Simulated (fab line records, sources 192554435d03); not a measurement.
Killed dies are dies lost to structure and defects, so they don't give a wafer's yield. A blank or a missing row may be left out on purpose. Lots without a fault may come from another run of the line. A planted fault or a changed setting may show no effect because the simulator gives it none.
Problem report in the 8D (eight disciplines) form, filled by code | flow n5_finfet | the parts of the form that need people (team, actions taken, sign-off) are left out
Where a reading is given only as a bound, like >300, the bound stands for it, and a mean or a difference that rests on one is marked > or <: the true number lies beyond.

1. THE PROBLEM
raw_defect_count at N5_BEOL_M0_SAQP_INSPECT_42 reads a mean of 985 on 1 wafer of 1 lot; wafers without a fault read 281 with a standard deviation of 77. That is +9.1 standard deviations from the usual mean.
The step: inspects for defects (brightfield).
First seen on wafer L586.5, day 8 15:02, on defect_inspect-01. The record holds 9 wafers of 3 lots with a number at this step. Rule for "out", or "out of limits": more than 4 standard deviations from the usual mean. The other wafers with a number count as sound.

2. WHAT IT IS AND WHAT IT IS NOT
question                    | is                | is not
which readings at this step | raw_defect_count  | -
which lots                  | L586              | L584, L597
which wafers of those lots  | L586.5            | L586.1, L586.2
read on which gauges        | defect_inspect-01 | -
when                        | from day 8 15:02  | up to then (5 sound wafers); but 3 sound wafers of L597 came after

3. SUSPECTS, AND WHAT RULES EACH OUT
Counting: a tool at a process step up to the reading stays a suspect if it ran every lot that is out. Sound lots after the first of them don't rule it out here, since some wafers of a struck lot are sound.
- the gauge at N5_BEOL_M0_SAQP_INSPECT_42: ruled out. All the wafers that are out were read on defect_inspect-01, but those of them that N5_PASSIVATION_PROBE_49 has rows for are out there too, on other tools.
- wet_bench-04 at N5_BEOL_M0_SAQP_STRIP_115 (strips in post etch residue remover, time 60 s): kept. It ran the lot that is out, L586 (day 8 10:20).
Left after counting: wet_bench-04 at N5_BEOL_M0_SAQP_STRIP_115.

4. THE CAUSE (what the simulator had put in)
Chamber particle source: wet_bench-04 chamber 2, from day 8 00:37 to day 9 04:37, at N5_BEOL_M0_SAQP_STRIP_115. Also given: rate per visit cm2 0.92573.
Counting left only this tool.

5. THE CHAIN OF EFFECTS, in route order
Each row: a reading whose mean over the struck wafers that have a number lies more than 3 standard deviations from the usual. Only readings for which the record gives a usual standard deviation are gone through. hours: the time from each lot's start at the first step in this table that gives one to its start at this step, as a median over the lots. sigmas: the change in usual standard deviations.
hours | step                       | reading              | usual  | on struck wafers | change | sigmas
0     | N5_BEOL_M0_SAQP_INSPECT_42 | raw_defect_count     | 281    | 985              | +704   | +9.1
3     | N5_BEOL_M0_CUTY_INSPECT_59 | raw_defect_count     | 1.9    | >300             | >+298  | +99 or more
175   | N5_PASSIVATION_PROBE_49    | defect_limited_yield | 91.1 % | 80.8             | -10.3  | -7.4
175   | N5_PASSIVATION_PROBE_49    | killed_at_M0_to_M3   | 34     | 148              | +114   | +12
175   | N5_PASSIVATION_PROBE_49    | killed_dies          | 105    | 226              | +121   | +7.6
175   | N5_PASSIVATION_PROBE_49    | sort_bin_5_function  | 5.2 %  | 12.2             | +7.0   | +8.0
175   | N5_PASSIVATION_PROBE_49    | sort_n_pass          | 1074   | 954              | -120   | -7.1
175   | N5_PASSIVATION_PROBE_49    | sort_yield_pct       | 91.0 % | 80.8             | -10.2  | -6.8
The process steps in it:
- N5_PASSIVATION_PROBE_49
Later measuring or inspecting steps at which every struck wafer that the step has a row for has a number for every such reading, and none has moved that far: N5_BEOL_M4_RC_MEAS_101.

6. WHAT WOULD HAVE CAUGHT IT SOONER
In this record the first reading out of limits at a measuring or inspecting step was taken at day 8 15:02, 14 hours after the fault began at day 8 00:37.
All the lots that are out (1) had begun N5_BEOL_M0_SAQP_STRIP_115 on wet_bench-04 by day 8 15:02. A hold on the tool at that time would have spared none of them.
